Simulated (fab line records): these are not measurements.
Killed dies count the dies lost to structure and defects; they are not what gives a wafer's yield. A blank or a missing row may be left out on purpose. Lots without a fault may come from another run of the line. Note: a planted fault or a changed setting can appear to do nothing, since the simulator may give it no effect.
Chamber matching    flow nand harc    4 sister chambers for NHARC_A_STAIRCASE_DESCUM_219 on rie diel-01
The step chemistry O2, time 3 s. 22 wafers are shown with their chamber, then 11 later ones without.

== WAFERS, EACH WITH ITS CHAMBER ==
wafer   chamber  showerhead plenum p Torr (Torr)  drypump motor current A (A)  oes product au (a.u.)
L075.1  3        1.81                             5.9                          1.023
L075.4  2        1.97                             6.6                          1.003
L075.6  1        1.96                             5.2                          1.007
L079.1  1        1.96                             5.2                          0.990
L079.2  2        1.97                             6.6                          0.984
L079.4  0        2.05                             5.3                          1.018
L081.3  1        1.96                             5.2                          0.992
L081.4  3        1.81                             5.9                          1.005
L081.5  1        1.96                             5.2                          1.003
L085.1  2        1.96                             6.5                          1.004
L085.4  0        2.05                             5.3                          1.012
L085.6  0        2.05                             5.3                          1.017
L087.1  1        1.95                             5.1                          0.996
L087.3  2        1.96                             6.6                          1.004
L087.5  1        1.95                             5.2                          0.990
L087.2  0        2.04                             5.2                          1.014
L087.4  3        1.80                             5.9                          0.996
L087.6  2        1.96                             6.5                          1.000
L089.1  1        1.95                             5.2                          0.996
L089.4  3        1.80                             5.9                          1.006
L089.5  2        1.96                             6.5                          1.001
L089.2  2        1.96                             6.5                          1.006

SIGNATURES, as means of the wafers listed above
reading                   chamber 0  chamber 1  chamber 2  chamber 3  scatter within a chamber
showerhead plenum p Torr  2.0475     1.9557     1.9629     1.8050     0.00521
drypump motor current A   5.275      5.186      6.543      5.900      0.043
oes product au            1.01525    0.99629    1.00029    1.00750    0.00743
Rule: for each reading, subtract the chamber's mean from the wafer's reading, divide by that reading's scatter and square the result; add these up over the readings and take the root, which gives the wafer's distance from the chamber. The wafer belongs to the nearest chamber; if the next one is less than 2 further off, it can't be placed. The scatter is the square root of a quotient: the sum, over the shown wafers, of each reading's squared deviation from its chamber's mean, divided by wafers minus chambers.

== WAFERS WITHOUT THEIR CHAMBER ==
wafer   showerhead plenum p Torr (Torr)  drypump motor current A (A)  oes product au (a.u.)
L089.3  2.04                             5.3                          1.018
L089.6  1.95                             5.1                          0.988
L091.2  1.80                             5.9                          1.003
L091.4  2.04                             5.3                          1.018
L091.5  1.95                             5.2                          0.992
L092.2  1.95                             6.6                          0.995
L092.5  2.04                             5.3                          1.014
L092.6  1.95                             5.2                          0.999
L096.1  1.95                             6.6                          0.998
L096.2  1.80                             5.9                          1.016
L096.3  2.04                             5.3                          1.010

== EACH ONE'S CHAMBER ==
wafer   from the rows above  in truth
L089.3  0                    0
L089.6  1                    1
L091.2  3                    3
L091.4  0                    0
L091.5  1                    1
L092.2  2                    2
L092.5  0                    0
L092.6  1                    1
L096.1  2                    2
L096.2  3                    3
L096.3  0                    0
Correct placement for 11 of the 11. Left unplaced by these rows: 0. Placed wrongly: 0.
